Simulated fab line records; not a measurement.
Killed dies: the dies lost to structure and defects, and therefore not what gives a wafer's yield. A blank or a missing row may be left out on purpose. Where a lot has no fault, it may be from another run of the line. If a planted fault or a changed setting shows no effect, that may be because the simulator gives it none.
fab line records    flow nand_harc    part 1 of 2: steps 1 to 3 of 6
record: lots: 23  wafers: 69  last_day: 33
route steps=1302 shown A_STAIRCASE@710
lots that met no fault: from a run of the same line without faults
start_h: the number of hours between the record's first day and the start of the first shown wafer of the lot    wait_h: hours since the lot's step before    " same as the row above    L1.1+2: several wafers, shown together as one row    - value missing, or start not given    * or withheld: withheld    < > ~ a bound
route shown NAME@n: a module of which the file shows steps, and the number in the route of the first    usual: mean/standard deviation taken from wafers without a fault    same: alike in all rows    chamber/n: place in a boat    sites: per-site readings    _std_site: their standard deviation    _edge_site: inner sites' mean taken away from outer sites' mean    radius_mm: for every site, how far away it sits from the centre of the wafer    mask NAME#n: copy n    behind: the last tool/chamber to shape the wafer    hold: why the lot went on hold/how many hours it stayed there/how the hold came to an end    device: transistor that didn't switch, given as n, p or np    end of line: tests run on the same wafers once the route is complete    a step without rows: its recipe alone    killed: count of dies lost to structure and defects at first sort (not the wafer's yield)    map: a wafer's dies, x killed, . not, _ none there
set.NAME: the setting the step ran with; set.NAME@STEP: the setting that earlier step ran with    model.NAME: the simulator's own value behind a step, which no gauge read
route steps across a sampled set of lots; one table per step, one row per wafer
services: the hour from which a tool's chamber was out of use, counted from the record's first day as start_h (under 0 if before that day), plus the number of hours and why
== steps ==
step: NHARC_A_STAIRCASE_TRIM_196
recipe: time_s: 211.2  o2_flow_sccm: 500  ar_flow_sccm: 0  bias_w: 0  chemistry: O2
usual: drypump_motor_current_A: 5.6/0.46  oes_product_au: 1.006/0.014  rf_vpp_V: 57.7/0.85  showerhead_plenum_p_Torr: 3.49/0.12  throttle_valve_pct: 17.037/0.0096
same: time_s: 211.2
lot.wafer  tool         chamber  start_h  wait_h  drypump_motor_current_A  oes_product_au  rf_hours_counter_h  rf_vpp_V  showerhead_plenum_p_Torr  throttle_valve_pct
L074.2     rie_diel-12  0        361.41   0.1     6.3                      0.993           24                  56.5      3.42                      17.035
L074.3     "            1        "        "       5.4                      0.999           26                  56.3      3.27                      17.031
L074.6     "            0        "        "       6.2                      0.993           -                   57.5      3.42                      17.031
L075.2     rie_diel-04  1        367.77   0.1     5.5                      1.011           1                   57.9      3.46                      17.051
L075.6     "            0        "        "       6.0                      0.997           -                   57.1      3.57                      17.043
L075.5     "            1        "        "       5.6                      1.017           -                   58.0      3.46                      17.027
L077.3     rie_diel-13  1        381.11   0.1     6.2                      1.006           9                   59.1      3.38                      17.047
L077.1     "            3        "        "       5.9                      1.045           8                   58.5      3.47                      17.043
L077.4     "            1        "        "       6.2                      1.009           -                   57.4      3.38                      17.027
L076.4     rie_diel-04  0        381.38   0.1     6.0                      0.993           5                   57.6      3.57                      17.047
L076.3     "            1        "        "       5.5                      1.013           5                   55.9      3.46                      17.036
L076.1     "            3        "        "       5.4                      1.009           4                   56.2      3.35                      17.046
L078.3     rie_diel-13  1        390.24   0.1     6.2                      1.013           13                  57.2      3.38                      17.038
L078.2     "            0        "        "       4.7                      1.020           13                  58.1      3.65                      17.034
L078.6     "            3        "        "       5.9                      1.054           -                   57.9      3.47                      17.055
L079.3     rie_diel-04  2        401.63   0.1     5.2                      1.022           13                  57.8      3.54                      17.045
L079.2     "            3        "        "       5.4                      1.013           13                  56.0      3.35                      17.032
L079.6     "            3        "        "       5.4                      1.010           -                   58.1      3.35                      17.038
L080.4     rie_diel-04  0        419.10   0.1     5.9                      0.997           20                  59.6      3.56                      17.036
L080.5     "            0        "        "       6.0                      0.982           -                   57.4      3.56                      17.023
L080.6     "            1        "        "       5.6                      1.004           -                   58.0      3.45                      17.030
L081.2     rie_diel-13  0        419.17   0.1     4.7                      1.022           22                  58.7      3.64                      17.035
L081.1     "            1        "        "       6.2                      1.000           22                  57.1      3.38                      17.035
L081.6     "            0        "        "       4.7                      1.017           -                   57.2      3.64                      17.044
L082.1     rie_diel-12  1        439.12   0.1     5.4                      1.007           48                  56.6      3.26                      17.033
L082.4     "            3        "        "       6.2                      0.989           -                   58.4      3.57                      17.029
L082.6     "            2        "        "       5.1                      0.978           -                   57.7      3.56                      17.047
L083.4     rie_diel-12  3        466.84   0.1     6.1                      0.998           5                   58.3      3.57                      17.031
L083.1     "            1        "        "       5.4                      1.002           8                   57.0      3.80                      17.042
L083.6     "            2        "        "       5.1                      0.996           -                   58.1      3.55                      17.043
L084.1     rie_diel-13  1        467.83   0.1     6.2                      1.002           30                  57.5      3.37                      17.053
L084.2     "            0        "        "       4.7                      1.016           31                  57.6      3.64                      17.037
L084.6     "            1        "        "       6.2                      1.003           -                   58.7      3.37                      17.034
L085.1     rie_diel-04  1        476.40   0.1     5.6                      1.013           37                  57.0      3.44                      17.034
L085.2     "            3        "        "       5.4                      0.990           41                  58.1      3.33                      17.025
L085.6     "            1        "        "       5.6                      1.006           -                   57.5      3.44                      17.038
L086.3     rie_diel-12  1        488.19   0.1     5.4                      1.006           17                  57.6      3.80                      17.028
L086.2     "            2        "        "       5.1                      0.996           12                  56.6      3.55                      17.026
L086.5     "            3        "        "       6.1                      0.991           -                   58.1      3.57                      17.046
L089.4     rie_diel-04  3        508.20   0.2     5.4                      0.989           -                   57.0      3.33                      17.034
L089.5     "            0        "        "       6.0                      0.997           -                   58.5      3.54                      17.037
L089.6     "            1        "        "       5.5                      1.014           -                   57.3      3.44                      17.038
L088.1     rie_diel-04  1        511.16   0.1     5.5                      1.010           46                  59.5      3.44                      17.047
L088.3     "            3        "        "       5.4                      1.010           53                  58.0      3.33                      17.031
L088.4     "            0        "        "       6.0                      0.985           -                   57.4      3.54                      17.043
L090.1     rie_diel-04  1        520.97   0.1     5.6                      1.012           48                  56.9      3.44                      17.035
L090.3     "            2        "        "       5.2                      1.012           50                  58.2      3.52                      17.041
L090.6     "            0        "        "       6.0                      1.002           -                   58.8      3.54                      17.048
L091.1     rie_diel-12  0        535.26   0.1     6.2                      0.994           30                  58.6      3.39                      17.043
L091.4     "            1        "        "       5.4                      1.010           30                  57.1      3.79                      17.045
L091.5     "            3        "        "       6.1                      1.004           -                   58.6      3.56                      17.040
L092.3     rie_diel-12  1        543.28   0.1     5.4                      1.022           36                  57.7      3.79                      17.039
L092.4     "            0        "        "       6.3                      0.979           37                  58.0      3.39                      17.052
L092.6     "            2        "        "       5.1                      1.010           -                   59.1      3.54                      17.030
L093.2     rie_diel-04  1        548.61   0.1     5.5                      1.007           2                   57.4      3.43                      17.037
L093.4     "            2        "        "       5.2                      1.013           2                   58.2      3.51                      17.026
L093.5     "            2        "        "       5.2                      1.021           -                   57.5      3.51                      17.034
L095.4     rie_diel-04  2        562.09   0.1     5.1                      1.014           6                   58.5      3.51                      17.041
L095.3     "            3        "        "       5.4                      1.008           4                   55.8      3.32                      17.041
L095.2     "            1        "        "       5.5                      1.004           7                   58.7      3.43                      17.038
L094.4     rie_diel-12  3        562.47   0.1     6.1                      1.005           34                  59.5      3.55                      17.052
L094.6     "            2        "        "       5.1                      0.997           -                   58.4      3.54                      17.035
L094.5     "            3        "        "       6.1                      1.003           -                   57.8      3.55                      17.035
L096.4     rie_diel-13  0        579.00   0.1     4.7                      1.019           21                  58.8      3.62                      17.058
L096.6     "            2        "        "       5.7                      0.986           -                   58.7      3.80                      17.038
L096.5     "            3        "        "       5.9                      1.018           -                   57.4      3.44                      17.044
L097.4     rie_diel-13  0        597.43   0.1     4.7                      1.013           25                  57.1      3.61                      17.026
L097.3     "            2        "        "       5.7                      0.984           22                  58.6      3.80                      17.042
L097.5     "            0        "        "       4.7                      1.017           -                   58.3      3.61                      17.021
step: NHARC_A_STAIRCASE_TRIM_220
recipe: time_s: 211.2  o2_flow_sccm: 500  ar_flow_sccm: 0  bias_w: 0  chemistry: O2
usual: drypump_motor_current_A: 5.6/0.48  oes_product_au: 1.004/0.014  rf_vpp_V: 57.8/0.89  showerhead_plenum_p_Torr: 3.50/0.14  throttle_valve_pct: 17.036/0.0093
same: time_s: 211.2
lot.wafer  tool         chamber  start_h  wait_h  drypump_motor_current_A  oes_product_au  rf_hours_counter_h  rf_vpp_V  showerhead_plenum_p_Torr  throttle_valve_pct
L074.3     rie_diel-13  2        364.53   0.1     5.7                      1.014           6                   56.5      3.29                      17.023
L074.2     "            3        "        "       5.9                      1.030           3                   58.0      3.48                      17.030
L074.6     "            1        "        "       6.2                      1.003           -                   58.7      3.39                      17.031
L075.2     rie_diel-13  2        370.43   0.1     5.7                      1.013           7                   56.2      3.29                      17.025
L075.5     "            0        "        "       4.7                      1.022           -                   57.7      3.65                      17.036
L075.6     "            1        "        "       6.2                      0.995           -                   58.3      3.39                      17.035
L077.3     rie_diel-12  2        383.80   0.1     5.1                      0.979           33                  58.4      3.56                      17.039
L077.4     "            3        "        "       6.1                      0.999           33                  58.7      3.58                      17.035
L077.1     "            0        "        "       6.2                      0.992           32                  56.2      3.42                      17.030
L076.4     rie_diel-04  3        384.20   0.1     5.4                      1.006           4                   57.3      3.35                      17.026
L076.1     "            0        "        "       6.0                      0.987           5                   58.7      3.57                      17.042
L076.3     "            2        "        "       5.2                      1.011           4                   59.3      3.54                      17.028
L078.2     rie_diel-12  3        393.58   0.1     6.1                      0.987           37                  58.1      3.58                      17.042
L078.3     "            0        "        "       6.2                      0.995           35                  59.0      3.42                      17.050
L078.6     "            3        "        "       6.1                      0.979           -                   57.7      3.58                      17.043
L079.2     rie_diel-12  2        405.80   0.2     5.1                      0.984           40                  58.1      3.56                      17.042
L079.3     "            0        "        "       6.2                      1.000           40                  57.7      3.41                      17.037
L079.6     "            2        "        "       5.1                      0.974           -                   57.0      3.56                      17.033
L081.2     rie_diel-13  2        421.86   0.1     5.7                      1.006           18                  58.8      3.28                      17.041
L081.1     "            3        "        "       5.9                      1.047           23                  59.4      3.47                      17.020
L081.6     "            0        "        "       4.7                      1.013           -                   56.9      3.64                      17.038
L080.4     rie_diel-04  1        421.90   0.1     5.5                      1.019           21                  56.2      3.45                      17.037
L080.5     "            1        "        "       5.5                      1.012           -                   58.5      3.45                      17.024
L080.6     "            2        "        "       5.2                      1.027           -                   56.6      3.53                      17.025
L082.1     rie_diel-12  3        441.93   0.1     6.1                      1.002           50                  58.4      3.57                      17.023
L082.4     "            3        "        "       6.1                      1.002           -                   58.5      3.57                      17.030
L082.6     "            2        "        "       5.1                      0.983           -                   57.1      3.56                      17.023
L083.4     rie_diel-12  1        469.49   0.1     5.4                      1.022           9                   58.9      3.80                      17.035
L083.1     "            0        "        "       6.2                      0.977           9                   56.9      3.40                      17.046
L083.6     "            2        "        "       5.1                      1.008           -                   59.1      3.55                      17.038
L084.1     rie_diel-13  2        470.62   0.1     5.7                      1.000           27                  56.4      3.28                      17.037
L084.2     "            1        "        "       6.2                      1.009           31                  58.5      3.37                      17.013
L084.6     "            2        "        "       5.7                      0.988           -                   59.1      3.28                      17.043
L085.2     rie_diel-04  1        479.22   0.1     5.5                      1.008           38                  56.8      3.44                      17.052
L085.1     "            2        "        "       5.2                      1.018           42                  57.1      3.52                      17.039
L085.6     "            1        "        "       5.5                      1.000           -                   59.1      3.44                      17.035
L086.2     rie_diel-04  3        493.59   0.1     5.4                      0.998           48                  57.9      3.33                      17.039
L086.3     "            2        "        "       5.2                      1.013           46                  55.2      3.52                      17.030
L086.5     "            0        "        "       6.0                      0.997           -                   56.9      3.55                      17.040
L089.4     rie_diel-12  3        510.94   0.1     6.1                      1.011           16                  58.0      3.56                      17.028
L089.6     "            2        "        "       5.1                      1.006           -                   59.0      3.55                      17.037
L089.5     "            3        "        "       6.2                      1.004           -                   56.8      3.56                      17.041
L088.4     rie_diel-04  3        513.85   0.0     5.4                      0.996           54                  57.4      3.33                      17.029
L088.1     "            0        "        "       6.0                      0.994           48                  56.7      3.54                      17.044
L088.3     "            1        "        "       5.5                      1.003           47                  58.1      3.44                      17.036
L090.1     rie_diel-12  0        523.68   0.1     6.2                      0.988           26                  58.1      3.39                      17.047
L090.3     "            1        "        "       5.4                      1.010           25                  59.3      3.79                      17.036
L090.6     "            3        "        "       6.1                      1.007           -                   56.8      3.56                      17.025
L091.1     rie_diel-12  2        539.13   0.1     5.1                      1.001           27                  58.4      3.54                      17.029
L091.4     "            3        "        "       6.1                      0.995           26                  57.8      3.56                      17.037
L091.5     "            2        "        "       5.1                      1.003           -                   58.1      3.54                      17.030
L092.4     rie_diel-13  2        545.81   0.1     5.7                      0.985           7                   57.9      3.80                      17.029
L092.3     "            0        "        "       4.7                      1.024           6                   57.7      3.62                      17.034
L092.6     "            2        "        "       5.7                      0.992           -                   60.1      3.80                      17.040
L093.4     rie_diel-04  1        551.14   0.1     5.5                      0.997           3                   56.6      3.43                      17.036
L093.2     "            2        "        "       5.2                      1.011           2                   56.9      3.51                      17.033
L093.5     "            1        "        "       5.6                      1.006           -                   57.4      3.43                      17.040
L095.2     rie_diel-12  1        564.79   0.1     5.4                      1.008           45                  58.3      3.78                      17.041
L095.4     "            2        "        "       5.1                      1.001           37                  59.4      3.54                      17.035
L095.3     "            3        "        "       6.1                      1.007           34                  58.5      3.55                      17.043
L094.4     rie_diel-13  2        565.16   0.1     5.7                      0.991           13                  57.9      3.80                      17.011
L094.6     "            3        "        "       5.9                      1.003           -                   56.7      3.44                      17.035
L094.5     "            0        "        "       4.7                      1.020           -                   58.6      3.62                      17.056
L096.4     rie_diel-12  1        581.67   0.1     5.4                      0.997           51                  58.4      3.78                      17.040
L096.5     "            1        "        "       5.4                      1.014           -                   57.7      3.78                      17.035
L096.6     "            2        "        "       5.1                      1.001           -                   56.6      3.53                      17.052
L097.3     rie_diel-12  2        600.07   0.1     5.1                      1.007           49                  57.8      3.53                      17.040
L097.4     "            3        "        "       6.1                      0.999           45                  57.4      3.55                      17.034
L097.5     "            2        "        "       5.1                      0.996           -                   58.4      3.53                      17.034
step: NHARC_A_STAIRCASE_TRIM_224
recipe: time_s: 211.2  o2_flow_sccm: 500  ar_flow_sccm: 0  bias_w: 0  chemistry: O2
usual: drypump_motor_current_A: 5.7/0.47  oes_product_au: 1.004/0.015  rf_vpp_V: 57.7/0.83  showerhead_plenum_p_Torr: 3.49/0.14  throttle_valve_pct: 17.036/0.0086
same: time_s: 211.2
lot.wafer  tool         chamber  start_h  wait_h  drypump_motor_current_A  oes_product_au  rf_hours_counter_h  rf_vpp_V  showerhead_plenum_p_Torr  throttle_valve_pct
L074.2     rie_diel-13  2        -        -       5.7                      1.003           6                   57.9      3.29                      17.040
L074.3     "            3        "        "       5.9                      1.038           3                   57.3      3.48                      17.039
L074.6     "            1        "        "       6.2                      1.003           -                   57.0      3.39                      17.025
L075.2     rie_diel-13  0        -        -       4.7                      1.024           7                   58.7      3.65                      17.037
L075.6     "            1        "        "       6.2                      1.002           -                   58.3      3.39                      17.047
L075.5     "            2        "        "       5.7                      1.010           -                   57.8      3.29                      17.048
L077.1     rie_diel-12  1        -        -       5.4                      1.014           32                  56.3      3.27                      17.036
L077.4     "            3        "        "       6.1                      0.992           33                  57.6      3.58                      17.032
L077.3     "            0        "        "       6.2                      0.991           32                  58.4      3.42                      17.032
L076.4     rie_diel-04  3        -        -       5.4                      1.012           5                   57.3      3.35                      17.025
L076.1     "            1        "        "       5.5                      1.008           6                   56.9      3.46                      17.040
L076.3     "            2        "        "       5.2                      1.017           5                   57.6      3.54                      17.015
L078.3     rie_diel-12  1        -        -       5.4                      1.005           35                  56.9      3.27                      17.017
L078.2     "            3        "        "       6.1                      0.983           37                  58.5      3.58                      17.034
L078.6     "            1        "        "       5.4                      1.013           -                   58.5      3.27                      17.039
L079.3     rie_diel-12  2        -        -       5.0                      0.980           40                  56.8      3.56                      17.042
L079.2     "            3        "        "       6.1                      0.980           42                  56.9      3.58                      17.038
L079.6     "            1        "        "       5.4                      1.017           -                   57.5      3.27                      17.034
L081.1     rie_diel-13  3        -        -       5.9                      1.037           23                  57.5      3.47                      17.048
L081.2     "            2        "        "       5.7                      1.009           19                  56.8      3.28                      17.029
L081.6     "            0        "        "       4.7                      1.015           -                   57.0      3.64                      17.047
L080.4     rie_diel-04  0        -        -       6.0                      0.984           20                  57.6      3.56                      17.038
L080.5     "            0        "        "       6.0                      0.985           -                   56.8      3.56                      17.030
L080.6     "            1        "        "       5.5                      1.001           -                   57.0      3.45                      17.037
L082.1     rie_diel-12  3        -        -       6.1                      1.003           50                  57.2      3.57                      17.033
L082.4     "            1        "        "       5.4                      1.016           49                  57.3      3.26                      17.035
L082.6     "            3        "        "       6.2                      0.998           -                   58.0      3.57                      17.027
L083.1     rie_diel-12  1        -        -       5.4                      1.018           9                   59.5      3.80                      17.043
L083.4     "            2        "        "       5.0                      1.002           5                   59.0      3.55                      17.055
L083.6     "            0        "        "       6.3                      0.977           -                   58.8      3.40                      17.030
L084.2     rie_diel-13  2        -        -       5.7                      0.984           28                  58.1      3.28                      17.050
L084.1     "            1        "        "       6.2                      0.992           32                  57.2      3.37                      17.039
L084.6     "            3        "        "       5.9                      1.042           -                   58.2      3.46                      17.040
L085.2     rie_diel-04  0        -        -       6.0                      0.989           38                  57.9      3.55                      17.048
L085.1     "            1        "        "       5.5                      1.008           38                  56.7      3.44                      17.052
L085.6     "            1        "        "       5.5                      1.008           -                   57.7      3.44                      17.036
L086.3     rie_diel-04  1        -        -       5.5                      1.008           42                  57.3      3.44                      17.024
L086.2     "            0        "        "       6.0                      0.990           43                  56.8      3.55                      17.044
L086.5     "            1        "        "       5.5                      1.008           -                   57.1      3.44                      17.037
L089.4     rie_diel-12  0        -        -       6.2                      0.979           23                  56.8      3.40                      17.027
L089.6     "            0        "        "       6.2                      0.983           -                   58.4      3.39                      17.045
L089.5     "            1        "        "       5.4                      1.017           -                   59.3      3.79                      17.029
L088.4     rie_diel-04  0        -        -       6.0                      1.001           48                  58.5      3.54                      17.036
L088.1     "            1        "        "       5.6                      1.004           47                  57.6      3.44                      17.049
L088.3     "            2        "        "       5.2                      1.017           49                  57.8      3.52                      17.030
L090.1     rie_diel-12  2        -        -       5.1                      1.003           22                  57.1      3.54                      17.026
L090.3     "            3        "        "       6.2                      1.000           20                  58.3      3.56                      17.042
L090.6     "            1        "        "       5.4                      1.009           -                   57.9      3.79                      17.031
L091.1     rie_diel-12  3        -        -       6.1                      0.997           26                  58.3      3.56                      17.037
L091.4     "            1        "        "       5.4                      1.012           34                  56.9      3.79                      17.029
L091.5     "            3        "        "       6.1                      0.988           -                   58.2      3.56                      17.023
L092.4     rie_diel-13  0        -        -       4.7                      1.020           6                   58.7      3.62                      17.044
L092.3     "            3        "        "       5.9                      1.011           6                   57.8      3.45                      17.042
L092.6     "            0        "        "       4.7                      1.023           -                   59.4      3.62                      17.033
L093.4     rie_diel-04  0        -        -       6.0                      0.995           3                   58.2      3.54                      17.050
L093.2     "            2        "        "       5.2                      1.028           3                   57.2      3.51                      17.041
L093.5     "            3        "        "       5.4                      1.034           -                   57.7      3.32                      17.039
L095.4     rie_diel-12  1        -        -       5.4                      1.006           45                  57.8      3.78                      17.039
L095.3     "            2        "        "       5.1                      1.001           37                  59.0      3.54                      17.028
L095.2     "            3        "        "       6.2                      1.011           34                  58.5      3.55                      17.036
L094.4     rie_diel-13  3        -        -       5.9                      1.015           12                  57.8      3.44                      17.048
L094.6     "            2        "        "       5.7                      0.978           -                   57.6      3.80                      17.049
L094.5     "            3        "        "       5.8                      1.001           -                   58.2      3.44                      17.034
L096.4     rie_diel-12  2        -        -       5.1                      0.989           44                  57.1      3.53                      17.019
L096.5     "            2        "        "       5.1                      1.003           -                   57.9      3.53                      17.034
L096.6     "            3        "        "       6.1                      1.012           -                   57.2      3.55                      17.034
L097.3     rie_diel-12  1        -        -       5.4                      1.010           56                  57.4      3.78                      17.032
L097.4     "            2        "        "       5.1                      1.011           49                  58.9      3.53                      17.029
L097.5     "            0        "        "       6.2                      0.978           -                   58.7      3.38                      17.048
